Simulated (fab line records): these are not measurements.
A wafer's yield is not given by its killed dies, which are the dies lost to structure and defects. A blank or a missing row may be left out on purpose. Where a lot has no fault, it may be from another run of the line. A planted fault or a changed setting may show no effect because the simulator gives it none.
Chamber matching	flow n5-finfet	rie-diel-03 running N5_MOL_CONTACT_COAG_ETCHBACK_135: 4 sister chambers
The step etches SiO2 in CHF3, target depth 25 nm, time 16.7 s. 18 wafers are shown with their chamber, then 9 later ones without.

WAFERS, EACH WITH ITS CHAMBER
wafer	chamber	showerhead-plenum-p-Torr (Torr)	rf-vpp-V (V)	oes_ar_750_au (a.u.)
L076.1	1	2.44	515	0.68
L076.2	3	2.46	535	0.70
L076.4	2	2.41	520	0.75
L077.3	3	2.46	534	0.70
L077.5	2	2.41	520	0.75
L077.6	3	2.46	536	0.70
L079.4	2	2.40	519	0.75
L079.5	2	2.41	522	0.75
L079.6	1	2.44	514	0.68
L082.1	2	2.40	521	0.74
L082.2	3	2.46	535	0.69
L082.4	0	2.19	537	0.75
L084.4	1	2.44	515	0.67
L084.5	3	2.46	535	0.69
L084.6	0	2.19	537	0.74
L085.2	0	2.19	535	0.73
L085.5	1	2.43	513	0.67
L085.6	0	2.19	536	0.74

SIGNATURES (means of the wafers above)
reading	chamber 0	chamber 1	chamber 2	chamber 3	scatter within a chamber
showerhead-plenum-p-Torr	2.1900	2.4375	2.4060	2.4600	0.00373
rf-vpp-V	536.25	514.25	520.40	535.00	0.952
oes_ar_750_au	0.7400	0.6750	0.7480	0.6960	0.00598
Rule: a wafer lies at a distance from a chamber equal to the root of the sum of squares, over the readings, of (its reading less the chamber's mean, divided by the reading's scatter). The wafer belongs to the nearest chamber; if the next one is less than 2 further off, it can't be placed. How the scatter is found: for the shown wafers, subtract from each reading the mean of its chamber, square and add these, divide the total by (wafers less chambers), then take the root.

WAFERS WITHOUT THEIR CHAMBER
wafer	showerhead-plenum-p-Torr (Torr)	rf-vpp-V (V)	oes_ar_750_au (a.u.)
L086.2	2.19	537	0.74
L086.5	2.19	537	0.74
L086.6	2.45	536	0.69
L090.1	2.40	520	0.73
L090.4	2.18	537	0.73
L090.6	2.43	516	0.97
L092.1	2.43	513	0.95
L092.2	2.39	520	0.73
L092.3	2.18	536	0.71

THE CHAMBER EACH PASSED THROUGH
wafer	from the rows above	in truth
L086.2	0	0
L086.5	0	0
L086.6	3	3
L090.1	2	2
L090.4	0	0
L090.6	2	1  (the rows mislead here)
L092.1	2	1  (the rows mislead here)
L092.2	2	2
L092.3	0	0
7 of 9 placed correctly. Can't be placed from these rows: 0. Number placed wrongly: 2.
